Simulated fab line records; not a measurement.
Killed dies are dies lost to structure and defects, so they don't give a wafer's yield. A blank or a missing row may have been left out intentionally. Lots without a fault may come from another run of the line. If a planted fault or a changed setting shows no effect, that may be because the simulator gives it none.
Chamber matching || flow n5_finfet || N5_BEOL_M9_ETCH_65 on rie_diel-01 has 4 sister chambers
The step etches SiARC in CF4, target depth 15.6 nm, time 26 s. 8 wafers are shown with their chamber, then 10 later ones without.

## WAFERS WITH THEIR CHAMBER
{"wafer": "L078.6", "chamber": 2, "drypump_motor_current_A (A)": 5.7, "throttle_valve_pct (%)": 16.11}
{"wafer": "L082.4", "chamber": 1, "drypump_motor_current_A (A)": 6.6, "throttle_valve_pct (%)": 15.54}
{"wafer": "L087.5", "chamber": 3, "drypump_motor_current_A (A)": 6.6, "throttle_valve_pct (%)": 15.88}
{"wafer": "L089.1", "chamber": 1, "drypump_motor_current_A (A)": 6.6, "throttle_valve_pct (%)": 15.10}
{"wafer": "L089.5", "chamber": 0, "drypump_motor_current_A (A)": 5.5, "throttle_valve_pct (%)": 15.42}
{"wafer": "L089.6", "chamber": 3, "drypump_motor_current_A (A)": 6.6, "throttle_valve_pct (%)": 15.90}
{"wafer": "L093.1", "chamber": 0, "drypump_motor_current_A (A)": 5.6, "throttle_valve_pct (%)": 15.43}
{"wafer": "L093.4", "chamber": 2, "drypump_motor_current_A (A)": 5.7, "throttle_valve_pct (%)": 15.65}

## WAFERS WHOSE CHAMBER IS MISSING
{"wafer": "L093.6", "drypump_motor_current_A (A)": 6.6, "throttle_valve_pct (%)": 15.92}
{"wafer": "L092.1", "drypump_motor_current_A (A)": 6.6, "throttle_valve_pct (%)": 15.91}
{"wafer": "L092.3", "drypump_motor_current_A (A)": 5.5, "throttle_valve_pct (%)": 15.43}
{"wafer": "L092.4", "drypump_motor_current_A (A)": 5.7, "throttle_valve_pct (%)": 15.66}
{"wafer": "L095.3", "drypump_motor_current_A (A)": 5.7, "throttle_valve_pct (%)": 15.64}
{"wafer": "L095.5", "drypump_motor_current_A (A)": 5.7, "throttle_valve_pct (%)": 15.65}
{"wafer": "L095.6", "drypump_motor_current_A (A)": 6.6, "throttle_valve_pct (%)": 15.94}
{"wafer": "L097.1", "drypump_motor_current_A (A)": 5.7, "throttle_valve_pct (%)": 15.67}
{"wafer": "L097.5", "drypump_motor_current_A (A)": 5.7, "throttle_valve_pct (%)": 15.67}
{"wafer": "L097.6", "drypump_motor_current_A (A)": 6.6, "throttle_valve_pct (%)": 15.94}

## WHICH CHAMBER EACH ONE RAN IN
{"wafer": "L093.6", "from the rows above": 3, "in truth": 3}
{"wafer": "L092.1", "from the rows above": 3, "in truth": 3}
{"wafer": "L092.3", "from the rows above": 0, "in truth": 0}
{"wafer": "L092.4", "from the rows above": 2, "in truth": 2}
{"wafer": "L095.3", "from the rows above": 2, "in truth": 2}
{"wafer": "L095.5", "from the rows above": 2, "in truth": 2}
{"wafer": "L095.6", "from the rows above": 3, "in truth": 3}
{"wafer": "L097.1", "from the rows above": 2, "in truth": 2}
{"wafer": "L097.5", "from the rows above": 2, "in truth": 2}
{"wafer": "L097.6", "from the rows above": 3, "in truth": 3}
10 of 10 placed correctly. Not placeable from these rows: 0. Number placed wrongly: 0.
How it was worked out, from the rows above alone: a wafer's distance from a chamber is the root of the sum, over the readings, of the square of ((its reading less the chamber's mean) divided by the reading's scatter). If the next closest chamber is less than 2 further off than the closest, the wafer can't be placed; otherwise it belongs to the closest. Each chamber's mean is taken over the wafers shown for it. The scatter: the root of (the sum of the squares of (reading less its chamber's mean) over the shown wafers, divided by (wafers less chambers)).
